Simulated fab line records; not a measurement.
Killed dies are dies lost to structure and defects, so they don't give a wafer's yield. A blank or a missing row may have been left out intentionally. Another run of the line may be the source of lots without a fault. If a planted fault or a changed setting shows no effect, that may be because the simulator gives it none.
Split-lot trial    flow n5-finfet    39 wafers read from 7 lots, route of 1938 steps

THE SPLIT
At N5_BEOL_M5_TRENCH_ETCH_37 (etches SiCOH lowk in C4F6/O2, target depth 71.652 nm, time 24.7 s), the setting time-s was moved away from the recipe's 24.7 s on 12 of the 39 wafers read, by -36.9% to +44.8%. This setting was run at the recipe's value on the other wafers.

FROM THE SPLIT TO THE READING: what the file shows between them, 8 steps
- N5_BEOL_M5_ETCH_41: etches SiCN in CH3F/O2, target depth 31.5 nm, time 56.7 s
- N5_BEOL_M5_STRIP_91: strips in N2/H2, time 10 s
- N5_BEOL_M5_OCD_MEAS_38
- N5_BEOL_M5_HM_STRIP_39: strips TiN in peroxide tin strip, target depth 25 nm, time 158 s
- N5_BEOL_M5_SRD_40: time 30 s
- N5_BEOL_M5_ECD_50: material Cu, target thk 300 nm
- N5_BEOL_M5_ANNEAL_51: time 90 s
- N5_BEOL_M5_CMP_52: polishes, stops on SiCOH lowk, t overpolish 6.9 s, target thk 62 nm

THE READING
M5_THK, in nm, at N5_BEOL_M5_THK_MEAS_53 (measures by xrf). Typical for fault-free wafers on this fab line: 61.6 nm, with standard deviation 1.9 nm.

wafer   tool, chamber at the split  time-s as run, s  against the recipe  M5_THK, nm  against lot-mates on the recipe
L074.1  rie-diel-02, 2              35.77             +44.8%              94.1        +32.4
L074.2  rie-diel-02, 0              24.7              recipe              61.2        -
L074.3  rie-diel-02, 1              24.7              recipe              62.5        -
L074.4  rie-diel-02, 3              35.77             +44.8%              94.1        +32.4
L074.5  rie-diel-02, 0              35.77             +44.8%              93.4        +31.7
L074.6  rie-diel-02, 3              24.7              recipe              61.3        -
L075.1  rie-diel-02, 3              24.7              recipe              62.6        -
L075.2  rie-diel-02, 0              24.7              recipe              62.4        -
L075.3  rie-diel-02, 2              24.7              recipe              63.4        -
L075.4  rie-diel-02, 1              24.7              recipe              63.9        -
L075.5  rie-diel-02, 0              24.7              recipe              63.3        -
L075.6  rie-diel-02, 3              24.7              recipe              62.7        -
L081.3  rie-diel-04, 3              24.7              recipe              61.5        -
L081.4  rie-diel-04, 0              24.7              recipe              61.6        -
L081.6  rie-diel-04, 1              24.7              recipe              56.9        -
L090.1  rie-diel-05, 0              24.7              recipe              61.1        -
L090.2  rie-diel-05, 2              33.09             +34.0%              81.4        +20.8
L090.3  rie-diel-05, 1              33.09             +34.0%              83.5        +22.9
L090.4  rie-diel-05, 0              33.09             +34.0%              88.1        +27.5
L090.5  rie-diel-05, 1              24.7              recipe              60.2        -
L090.6  rie-diel-05, 2              24.7              recipe              60.4        -
L089.1  rie-diel-04, 1              24.7              recipe              57.1        -
L089.2  rie-diel-04, 0              24.7              recipe              60.8        -
L089.3  rie-diel-04, 2              24.7              recipe              62.1        -
L089.4  rie-diel-04, 1              24.7              recipe              56.0        -
L089.5  rie-diel-04, 0              24.7              recipe              60.1        -
L089.6  rie-diel-04, 2              24.7              recipe              62.2        -
L092.1  rie-diel-02, 3              33.17             +34.3%              86.1        +23.7
L092.2  rie-diel-02, 2              33.17             +34.3%              85.8        +23.4
L092.3  rie-diel-02, 0              24.7              recipe              61.4        -
L092.4  rie-diel-02, 1              24.7              recipe              62.8        -
L092.5  rie-diel-02, 3              33.17             +34.3%              86.8        +24.4
L092.6  rie-diel-02, 2              24.7              recipe              63.1        -
L095.1  rie-diel-05, 2              24.7              recipe              60.0        -
L095.2  rie-diel-05, 1              24.7              recipe              61.7        -
L095.3  rie-diel-05, 0              15.59             -36.9%              36.3        -24.7
L095.4  rie-diel-05, 3              15.59             -36.9%              36.8        -24.2
L095.5  rie-diel-05, 3              24.7              recipe              61.3        -
L095.6  rie-diel-05, 2              15.59             -36.9%              36.0        -25.0

FIT RESULTS
A straight line over all 39 wafers: M5_THK changes by +0.703 nm for each +1% of time-s; r = +0.99; the points scatter about the line by 1.9 nm.
The same after taking each lot's own level away (the mean of its wafers on the recipe; 39 wafers): +0.695 nm for each +1%; r = +0.99; scatter 1.5 nm.
Per that fit: largest time-s move, reading shift of 31 nm.
The span of the lots' own levels, 59.72 to 63.05 nm, comes to 1.8 times the standard deviation stated above.
Consequently the slope shifts little with the lot-to-lot level, the two slopes agreeing.
Check: for one of the wafers moved furthest among these (+44.8%), held out of the fit, the line's prediction against its lot-mates is +31.2 nm. Against them it came out at +32.4 nm.

THE OTHER SPLITS THESE WAFERS WENT THROUGH
Note: prior to the reading, these wafers also went through further splits. Each is held against what the fit with the lots' levels taken away leaves over:
other split on the same wafers   wafers away from the commonest value  r with M5_THK (lot level and that fit taken away)
N5_BEOL_M0_SAQP_PECVD_03 time-s  9                                     -0.33
N5_BEOL_M3_ILD_DEP_00 time-s     12                                    -0.06

THE WHOLE CHAIN: every reading that the file lists as answering this split, in the file's order
step                       what it does                                                         reading                                                                           change (the file's fit)                                                               r (the file's)
N5_BEOL_M5_TRENCH_ETCH_37  etches SiCOH lowk in C4F6/O2, target depth 71.652 nm, time 24.7 s    BEOL_M5.feature-depth-nm (the simulator's own value, which no gauge read)         +0.715 nm for each +1% of the setting                                                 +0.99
N5_BEOL_M5_TRENCH_ETCH_37  etches SiCOH lowk in C4F6/O2, target depth 71.652 nm, time 24.7 s    etch.depth-nm (the simulator's own value, which no gauge read)                    +0.714 nm for each +1% of the setting                                                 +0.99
N5_BEOL_M5_TRENCH_ETCH_37  etches SiCOH lowk in C4F6/O2, target depth 71.652 nm, time 24.7 s    TiN_of_BEOL_M5_HM_DEP_02.thk-nm (the simulator's own value, which no gauge read)  -0.0216 nm for each +1% of the setting                                                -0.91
N5_BEOL_M5_OCD_MEAS_38                                                                          trench-depth-nm                                                                   +0.71 nm for each +1% of the setting                                                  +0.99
N5_BEOL_M5_CMP_52          polishes, stops on SiCOH lowk, t overpolish 6.9 s, target thk 62 nm  Cu_of_BEOL_M5_ECD_50.thk-nm (the simulator's own value, which no gauge read)      +0.711 nm for each +1% of the setting                                                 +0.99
N5_BEOL_M5_THK_MEAS_53     measures by xrf                                                      M5_THK                                                                            +0.698 for each +1% of the setting                                                    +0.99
N5_BEOL_M5_RS_MEAS_57      measures by four-point-probe                                         M5_RS                                                                             not straight: 0.746 at the lowest setting, 0.385 at the recipe, 0.233 at the highest  not given

THE FILE'S OWN FIT
M5_THK changes by +0.698 nm for each +1% of time-s, r = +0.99.
